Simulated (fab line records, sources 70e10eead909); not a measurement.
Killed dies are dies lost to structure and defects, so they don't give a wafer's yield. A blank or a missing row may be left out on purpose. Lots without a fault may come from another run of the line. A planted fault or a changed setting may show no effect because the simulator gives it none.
Which tool did it? | flow nand_harc | 24 lots, 72 wafers sampled, at 6 steps of a route of 1302

WHAT THE GAUGES READ, wafer by wafer
NHARC_P_CONTACT_CD_MEAS_19.
lot  | measured     | on        | cd_nm (nm)
L074 | day 5 20:51  | cd_sem-02 | 90.0 88.8 89.1
L075 | day 6 08:11  | cd_sem-01 | 89.9 90.1 90.3
L076 | day 6 22:26  | cd_sem-01 | 89.3 88.2 90.4
L077 | day 7 08:20  | cd_sem-01 | 89.8 88.8 88.3
L078 | day 7 18:34  | cd_sem-03 | 91.6 89.9 91.0
L079 | day 8 00:20  | cd_sem-01 | 90.6 92.1 90.6
L080 | day 8 06:07  | cd_sem-03 | 89.7 90.6 91.2
L081 | day 8 19:31  | cd_sem-01 | 88.9 90.0 89.2
L082 | day 9 10:46  | cd_sem-02 | 90.6 90.8 90.7
L083 | day 9 16:58  | cd_sem-02 | 89.2 89.6 89.8
L084 | day 10 08:48 | cd_sem-01 | 90.6 88.6 89.8
L085 | day 10 10:04 | cd_sem-03 | 88.1 90.3 91.5
L086 | day 10 19:31 | cd_sem-03 | 90.7 90.1 90.6
L087 | day 11 10:01 | cd_sem-01 | 90.6 91.0 91.9
L088 | day 12 02:44 | cd_sem-03 | 91.2 91.2 90.9
L089 | day 12 02:01 | cd_sem-02 | 88.8 89.2 89.1
L090 | day 12 11:47 | cd_sem-02 | 90.7 89.3 88.5
L091 | day 12 22:48 | cd_sem-01 | 92.6 89.5 89.7
L092 | day 13 07:31 | cd_sem-01 | 89.0 88.6 89.7
L093 | day 14 00:22 | cd_sem-01 | 90.1 90.3 90.1
L094 | day 14 05:30 | cd_sem-01 | 90.7 88.7 89.7
L095 | day 14 16:46 | cd_sem-03 | 91.0 90.2 90.3
L096 | day 15 05:08 | cd_sem-03 | 90.6 90.4 89.6
L097 | day 15 12:55 | cd_sem-02 | 88.7 89.8 90.0

WHICH TOOL RAN EACH LOT (tool, then ch and the chambers of the sampled wafers, then the start)
lot  | NHARC_P_ZERO_WELL_DESCUM_13        | NHARC_P_ZERO_WELL_RTA_42         | NHARC_P_GATE_ALD_36               | NHARC_P_GATE_STRIP_75                | NHARC_P_CONTACT_ETCH_31
L074 | rie_diel-04 ch 0,1,2, day 1 21:32  | rtp_anneal-02 ch 0, day 2 03:04  | ald_sin-03 ch 0,1,2, day 5 01:04  | plasma_asher-02 ch 0,1, day 5 12:23  | rie_diel-13 ch 0,2,3, day 5 20:51 or earlier
L075 | rie_diel-04 ch 2,3, day 2 07:31    | rtp_anneal-02 ch 0, day 2 13:28  | ald_sin-01 ch 1,3, day 5 12:31    | plasma_asher-02 ch 0,1, day 5 23:57  | rie_diel-13 ch 0,2, day 6 08:11 or earlier
L076 | rie_diel-01 ch 0,2,3, day 2 17:21  | rtp_anneal-01 ch 0, day 2 23:10  | ald_sin-03 ch 2,3, day 6 02:50    | plasma_asher-01 ch 0,1, day 6 14:19  | rie_diel-02 ch 0,1, day 6 22:26 or earlier
L077 | rie_diel-01 ch 0,2,3, day 3 03:25  | rtp_anneal-02 ch 0, day 3 09:14  | ald_sin-02 ch 0,2,3, day 6 14:41  | plasma_asher-01 ch 0,1, day 6 23:57  | rie_diel-02 ch 0,1,3, day 7 08:20 or earlier
L078 | rie_diel-01 ch 1,3, day 3 13:25    | rtp_anneal-01 ch 0, day 3 18:50  | ald_sin-01 ch 1,3, day 7 00:00    | plasma_asher-02 ch 0,1, day 7 10:18  | rie_diel-13 ch 1,2,3, day 7 18:34 or earlier
L079 | rie_diel-09 ch 0,2,3, day 3 23:23  | rtp_anneal-01 ch 0, day 4 04:58  | ald_sin-03 ch 0,3, day 7 03:55    | plasma_asher-01 ch 1, day 7 15:57    | rie_diel-02 ch 0,1, day 8 00:20 or earlier
L080 | rie_diel-04 ch 1,3, day 4 09:16    | rtp_anneal-02 ch 0, day 4 14:44  | ald_sin-02 ch 0,3, day 7 11:40    | plasma_asher-02 ch 1, day 7 21:51    | rie_diel-06 ch 0,1,2, day 8 06:07 or earlier
L081 | rie_diel-09 ch 0,2,3, day 4 21:10  | rtp_anneal-02 ch 0, day 5 02:40  | ald_sin-01 ch 0,2,3, day 7 23:47  | plasma_asher-01 ch 0,1, day 8 11:07  | rie_diel-13 ch 1,2,3, day 8 19:31 or earlier
L082 | rie_diel-09 ch 0,1,2, day 5 05:25  | rtp_anneal-01 ch 0, day 5 11:07  | ald_sin-03 ch 0,1,2, day 8 17:11  | plasma_asher-02 ch 0,1, day 9 02:30  | rie_diel-06 ch 0,1,3, day 9 10:46 or earlier
L083 | rie_diel-01 ch 2,3, day 5 15:16    | rtp_anneal-02 ch 0, day 5 20:58  | ald_sin-02 ch 0,1,3, day 8 22:24  | plasma_asher-02 ch 0,1, day 9 08:35  | rie_diel-06 ch 1,2,3, day 9 16:58 or earlier
L084 | rie_diel-04 ch 0,1,3, day 6 01:26  | rtp_anneal-01 ch 0, day 6 06:55  | ald_sin-01 ch 0,2,3, day 9 16:26  | plasma_asher-01 ch 0,1, day 10 00:40 | rie_diel-06 ch 0,1,2, day 10 08:48 or earlier
L085 | rie_diel-01 ch 0,1,3, day 6 11:23  | rtp_anneal-01 ch 0, day 6 17:03  | ald_sin-03 ch 1,2,3, day 9 14:09  | plasma_asher-02 ch 0,1, day 10 01:38 | rie_diel-06 ch 0,1,3, day 10 10:04 or earlier
L086 | rie_diel-04 ch 1,2, day 6 21:29    | rtp_anneal-02 ch 0, day 7 03:37  | ald_sin-02 ch 1,2, day 10 00:48   | plasma_asher-01 ch 0,1, day 10 11:08 | rie_diel-02 ch 0,1,3, day 10 19:31 or earlier
L087 | rie_diel-04 ch 1,2,3, day 7 07:17  | rtp_anneal-02 ch 0, day 7 12:56  | ald_sin-01 ch 1,2, day 10 14:29   | plasma_asher-01 ch 0,1, day 11 01:53 | rie_diel-06 ch 1,2,3, day 11 10:01 or earlier
L088 | rie_diel-04 ch 0,1,2, day 7 17:26  | rtp_anneal-01 ch 0, day 7 23:07  | ald_sin-02 ch 0,2, day 11 07:37   | plasma_asher-01 ch 0,1, day 11 18:17 | rie_diel-02 ch 1,2,3, day 12 02:44 or earlier
L089 | rie_diel-01 ch 1,2,3, day 8 03:25  | rtp_anneal-01 ch 0, day 8 08:52  | ald_sin-03 ch 1,2,3, day 11 07:33 | plasma_asher-01 ch 0,1, day 11 17:54 | rie_diel-06 ch 2,3, day 12 02:01 or earlier
L090 | rie_diel-09 ch 2,3, day 8 13:37    | rtp_anneal-01 ch 0, day 8 19:02  | ald_sin-01 ch 0,1, day 11 15:58   | plasma_asher-02 ch 1, day 12 03:22   | rie_diel-06 ch 0,1, day 12 11:47 or earlier
L091 | rie_diel-09 ch 0,1,3, day 8 23:24  | rtp_anneal-01 ch 0, day 9 04:48  | ald_sin-03 ch 0,2,3, day 12 03:07 | plasma_asher-01 ch 0,1, day 12 14:29 | rie_diel-02 ch 0,1,3, day 12 22:48 or earlier
L092 | rie_diel-04 ch 2,3, day 9 09:16    | rtp_anneal-02 ch 0, day 9 14:52  | ald_sin-01 ch 0,2,3, day 12 11:31 | plasma_asher-02 ch 0,1, day 12 22:52 | rie_diel-13 ch 0,2,3, day 13 07:31 or earlier
L093 | rie_diel-04 ch 0,1, day 9 19:53    | rtp_anneal-01 ch 0, day 10 01:36 | ald_sin-03 ch 0,2,3, day 13 07:06 | plasma_asher-01 ch 0,1, day 13 16:14 | rie_diel-13 ch 0,1, day 14 00:22 or earlier
L094 | rie_diel-09 ch 0,2, day 10 05:17   | rtp_anneal-01 ch 0, day 10 10:50 | ald_sin-01 ch 0,1,3, day 13 09:37 | plasma_asher-01 ch 0,1, day 13 21:02 | rie_diel-06 ch 0,1,3, day 14 05:30 or earlier
L095 | rie_diel-09 ch 0,3, day 10 15:25   | rtp_anneal-01 ch 0, day 10 21:02 | ald_sin-03 ch 0,1,3, day 13 22:11 | plasma_asher-02 ch 0,1, day 14 08:24 | rie_diel-02 ch 0,2, day 14 16:46 or earlier
L096 | rie_diel-09 ch 0,1,3, day 11 01:16 | rtp_anneal-01 ch 0, day 11 06:53 | ald_sin-01 ch 0,1, day 14 09:12   | plasma_asher-01 ch 0,1, day 14 20:28 | rie_diel-06 ch 0,2, day 15 05:08 or earlier
L097 | rie_diel-01 ch 0,1,3, day 11 11:19 | rtp_anneal-02 ch 0, day 11 17:02 | ald_sin-02 ch 0,2,3, day 14 16:46 | plasma_asher-01 ch 0, day 15 04:02   | rie_diel-02 ch 0,2,3, day 15 12:55 or earlier
- NHARC_P_ZERO_WELL_DESCUM_13: chemistry O2, time 3 s.
- NHARC_P_ZERO_WELL_RTA_42: time 300 s.
- NHARC_P_GATE_ALD_36: deposits SiNx, target thk 20 nm, pulse time 60 s, ald cycles 223.
- NHARC_P_GATE_STRIP_75: strips in O2.
- NHARC_P_CONTACT_ETCH_31: etches the open film in CH3F/O2, target depth 30 nm, time 85.7 s.

WHAT THE TOOLS THEMSELVES READ (means of the sampled wafers that have a number; where no wafer has one, the mark that the record gives instead)
NHARC_P_ZERO_WELL_DESCUM_13.
lot  | tool        | drypump_motor_current_A (A) | oes_product_au (a.u.) | rf_vpp_V (V) | showerhead_plenum_p_Torr (Torr) | throttle_valve_pct (%)
L074 | rie_diel-04 | 5.5                         | 0.990                 | 57.3         | 1.97                            | 11.306
L075 | rie_diel-04 | 5.7                         | 0.997                 | 57.4         | 1.92                            | 11.313
L076 | rie_diel-01 | 5.9                         | 0.998                 | 58.3         | 1.89                            | 11.316
L077 | rie_diel-01 | 5.9                         | 0.991                 | 58.3         | 1.88                            | 11.312
L078 | rie_diel-01 | 6.1                         | 0.997                 | 57.9         | 1.84                            | 11.313
L079 | rie_diel-09 | 5.4                         | 1.001                 | 57.4         | 1.94                            | 11.311
L080 | rie_diel-04 | 5.9                         | 0.997                 | 57.5         | 1.92                            | 11.313
L081 | rie_diel-09 | 5.4                         | 1.003                 | 57.3         | 1.93                            | 11.308
L082 | rie_diel-09 | 5.4                         | 0.996                 | 57.8         | 1.94                            | 11.311
L083 | rie_diel-01 | 6.2                         | 0.998                 | 57.1         | 1.89                            | 11.316
L084 | rie_diel-04 | 5.8                         | 0.991                 | 58.2         | 1.89                            | 11.319
L085 | rie_diel-01 | 5.9                         | 1.005                 | 57.5         | 1.82                            | 11.313
L086 | rie_diel-04 | 5.7                         | 0.994                 | 58.4         | 1.98                            | 11.309
L087 | rie_diel-04 | 5.8                         | 0.988                 | 57.0         | 1.91                            | 11.312
L088 | rie_diel-04 | 5.5                         | 1.000                 | 58.5         | 1.95                            | 11.321
L089 | rie_diel-01 | 5.8                         | 0.994                 | 56.1         | 1.88                            | 11.317
L090 | rie_diel-09 | 5.5                         | 1.008                 | 57.6         | 1.92                            | 11.315
L091 | rie_diel-09 | 5.3                         | 1.009                 | 58.6         | 1.98                            | 11.306
L092 | rie_diel-04 | 5.7                         | 0.989                 | 57.3         | 1.90                            | 11.315
L093 | rie_diel-04 | 5.7                         | 0.989                 | 58.2         | 1.95                            | 11.306
L094 | rie_diel-09 | 5.3                         | 0.999                 | 57.8         | 1.89                            | 11.309
L095 | rie_diel-09 | 5.3                         | 0.994                 | 58.3         | 1.97                            | 11.304
L096 | rie_diel-09 | 5.3                         | 1.010                 | 57.2         | 1.97                            | 11.314
L097 | rie_diel-01 | 5.9                         | 1.001                 | 57.2         | 1.81                            | 11.314

NHARC_P_ZERO_WELL_RTA_42.
lot  | tool          | lamp_power_pct (%) | lamp_zone_4_pct (%) | lamp_zone_5_pct (%) | wafer_temp_C_max
L074 | rtp_anneal-02 | 30                 | 30                  | 30                  | 1105.1
L075 | rtp_anneal-02 | 30                 | 30                  | 30                  | 1104.1
L076 | rtp_anneal-01 | 42                 | 42                  | 42                  | 1104.6
L077 | rtp_anneal-02 | 30                 | 30                  | 30                  | 1105.1
L078 | rtp_anneal-01 | 42                 | 42                  | 42                  | 1103.8
L079 | rtp_anneal-01 | 42                 | 42                  | 42                  | 1103.9
L080 | rtp_anneal-02 | 30                 | 30                  | 30                  | 1105.5
L081 | rtp_anneal-02 | 30                 | 30                  | 30                  | 1105.9
L082 | rtp_anneal-01 | 42                 | 42                  | 42                  | 1103.7
L083 | rtp_anneal-02 | 30                 | 30                  | 30                  | 1106.1
L084 | rtp_anneal-01 | 42                 | 42                  | 42                  | 1103.5
L085 | rtp_anneal-01 | 42                 | 42                  | 42                  | 1104.8
L086 | rtp_anneal-02 | 30                 | 30                  | 30                  | 1105.7
L087 | rtp_anneal-02 | 30                 | 30                  | 30                  | 1105.5
L088 | rtp_anneal-01 | 42                 | 42                  | 42                  | 1104.9
L089 | rtp_anneal-01 | 42                 | 42                  | 42                  | 1105.0
L090 | rtp_anneal-01 | 42                 | 42                  | 42                  | 1104.4
L091 | rtp_anneal-01 | 42                 | 42                  | 42                  | 1104.9
L092 | rtp_anneal-02 | 30                 | 30                  | 30                  | 1105.0
L093 | rtp_anneal-01 | 42                 | 42                  | 42                  | 1104.3
L094 | rtp_anneal-01 | 42                 | 42                  | 42                  | 1104.5
L095 | rtp_anneal-01 | 42                 | 42                  | 42                  | 1105.4
L096 | rtp_anneal-01 | 42                 | 42                  | 42                  | 1104.5
L097 | rtp_anneal-02 | 30                 | 30                  | 30                  | 1105.4

NHARC_P_GATE_ALD_36.
lot  | tool       | heater_power_w (W) | precursor_pulse_height_rel
L074 | ald_sin-03 | 985                | 1.001
L075 | ald_sin-01 | 781                | 0.978
L076 | ald_sin-03 | 841                | 1.004
L077 | ald_sin-02 | 776                | 0.994
L078 | ald_sin-01 | 789                | 1.022
L079 | ald_sin-03 | 1043               | 0.973
L080 | ald_sin-02 | 822                | 0.985
L081 | ald_sin-01 | 828                | 0.989
L082 | ald_sin-03 | 998                | 0.997
L083 | ald_sin-02 | 839                | 0.985
L084 | ald_sin-01 | 814                | 1.019
L085 | ald_sin-03 | 887                | 1.027
L086 | ald_sin-02 | 747                | 1.008
L087 | ald_sin-01 | 767                | 1.018
L088 | ald_sin-02 | 779                | 0.998
L089 | ald_sin-03 | 911                | 0.981
L090 | ald_sin-01 | 793                | 1.009
L091 | ald_sin-03 | 954                | 0.994
L092 | ald_sin-01 | 809                | 0.997
L093 | ald_sin-03 | 956                | 0.990
L094 | ald_sin-01 | 795                | 0.980
L095 | ald_sin-03 | 1014               | 1.000
L096 | ald_sin-01 | 832                | 0.999
L097 | ald_sin-02 | 776                | 1.000

NHARC_P_GATE_STRIP_75.
lot  | tool            | drypump_motor_current_A (A) | heater_power_w (W)
L074 | plasma_asher-02 | 6.0                         | 330
L075 | plasma_asher-02 | 6.0                         | 335
L076 | plasma_asher-01 | 5.7                         | 398
L077 | plasma_asher-01 | 5.6                         | 401
L078 | plasma_asher-02 | 6.0                         | 336
L079 | plasma_asher-01 | 5.8                         | 387
L080 | plasma_asher-02 | 6.4                         | 360
L081 | plasma_asher-01 | 5.7                         | 382
L082 | plasma_asher-02 | 6.3                         | 342
L083 | plasma_asher-02 | 6.0                         | 333
L084 | plasma_asher-01 | 5.7                         | 385
L085 | plasma_asher-02 | 6.3                         | 344
L086 | plasma_asher-01 | 5.7                         | 384
L087 | plasma_asher-01 | 5.7                         | 387
L088 | plasma_asher-01 | 5.6                         | 389
L089 | plasma_asher-01 | 5.7                         | 386
L090 | plasma_asher-02 | 6.5                         | 369
L091 | plasma_asher-01 | 5.7                         | 384
L092 | plasma_asher-02 | 6.2                         | 354
L093 | plasma_asher-01 | 5.6                         | 380
L094 | plasma_asher-01 | 5.7                         | 387
L095 | plasma_asher-02 | 6.2                         | 360
L096 | plasma_asher-01 | 5.6                         | 386
L097 | plasma_asher-01 | 5.5                         | 392

NHARC_P_CONTACT_ETCH_31.
lot  | tool        | drypump_motor_current_A (A) | oes_product_au (a.u.) | rf_fwd_power_W (W) | rf_vpp_V (V) | showerhead_plenum_p_Torr (Torr) | throttle_valve_pct (%)
L074 | rie_diel-13 | 5.6                         | 0.987                 | 495.9              | 245.2        | 2.51                            | 20.660
L075 | rie_diel-13 | 5.4                         | 0.993                 | 497.2              | 243.5        | 2.45                            | 20.662
L076 | rie_diel-02 | 5.0                         | 0.989                 | 496.9              | 246.8        | 2.60                            | 20.671
L077 | rie_diel-02 | 5.4                         | 0.959                 | 495.8              | 246.3        | 2.54                            | 20.666
L078 | rie_diel-13 | 5.4                         | 0.987                 | 498.3              | 245.5        | 2.55                            | 20.668
L079 | rie_diel-02 | 5.0                         | 0.984                 | 496.8              | 246.5        | 2.60                            | 20.661
L080 | rie_diel-06 | 5.9                         | 0.989                 | 496.3              | 244.9        | 2.47                            | 20.655
L081 | rie_diel-13 | 5.4                         | 0.985                 | 498.4              | 244.6        | 2.55                            | 20.667
L082 | rie_diel-06 | 5.6                         | 0.986                 | 495.0              | 245.0        | 2.52                            | 20.662
L083 | rie_diel-06 | 5.4                         | 0.990                 | 495.9              | 243.6        | 2.42                            | 20.675
L084 | rie_diel-06 | 5.9                         | 0.984                 | 496.6              | 244.2        | 2.47                            | 20.665
L085 | rie_diel-06 | 5.6                         | 0.987                 | 497.5              | 245.1        | 2.52                            | 20.653
L086 | rie_diel-02 | 5.3                         | 0.986                 | 496.9              | 245.9        | 2.54                            | 20.659
L087 | rie_diel-06 | 5.3                         | 0.975                 | 496.0              | 244.8        | 2.42                            | 20.658
L088 | rie_diel-02 | 5.5                         | 0.980                 | 497.3              | 244.6        | 2.47                            | 20.657
L089 | rie_diel-06 | 5.2                         | 0.966                 | 497.1              | 243.5        | 2.36                            | 20.660
L090 | rie_diel-06 | 6.0                         | 0.977                 | 496.0              | 244.8        | 2.53                            | 20.666
L091 | rie_diel-02 | 5.3                         | 0.986                 | 497.2              | 245.5        | 2.54                            | 20.664
L092 | rie_diel-13 | 5.6                         | 0.972                 | 496.9              | 245.9        | 2.51                            | 20.656
L093 | rie_diel-13 | 5.8                         | 0.979                 | 495.6              | 245.2        | 2.54                            | 20.655
L094 | rie_diel-06 | 5.6                         | 0.972                 | 496.4              | 245.7        | 2.52                            | 20.659
L095 | rie_diel-02 | 5.5                         | 0.980                 | 496.9              | 243.3        | 2.41                            | 20.657
L096 | rie_diel-06 | 5.9                         | 0.953                 | 497.3              | 245.8        | 2.50                            | 20.662
L097 | rie_diel-02 | 5.6                         | 0.968                 | 496.2              | 244.6        | 2.44                            | 20.662

THE ANSWER, worked out from the rows above alone
Rule: what is usual is taken from the lots themselves. Put in order of their means at a reading, lots are off if they are a third of the lots or fewer, leave a main group of 4 or more, and stand apart from it by a gap of 3 or more times the standard deviation of the main group's means; of several such gaps the widest counts. A main group whose means are all the same, to the digits that the tables above print for the reading, isn't used. A lot without any number at a reading at which 4 lots or more have one is off too. The other lots that the step has rows for count as sound. The gauges are gone through in route order, then the tools' own readings, and for those a lot's mean is taken as printed above. The first step at which some lot is off is used, and at that step the reading that is off furthest; a lot without a number counts as furthest.
No lot is off at any reading shown: from this, nothing can be told.

WHAT THE SIMULATOR HAD PUT IN
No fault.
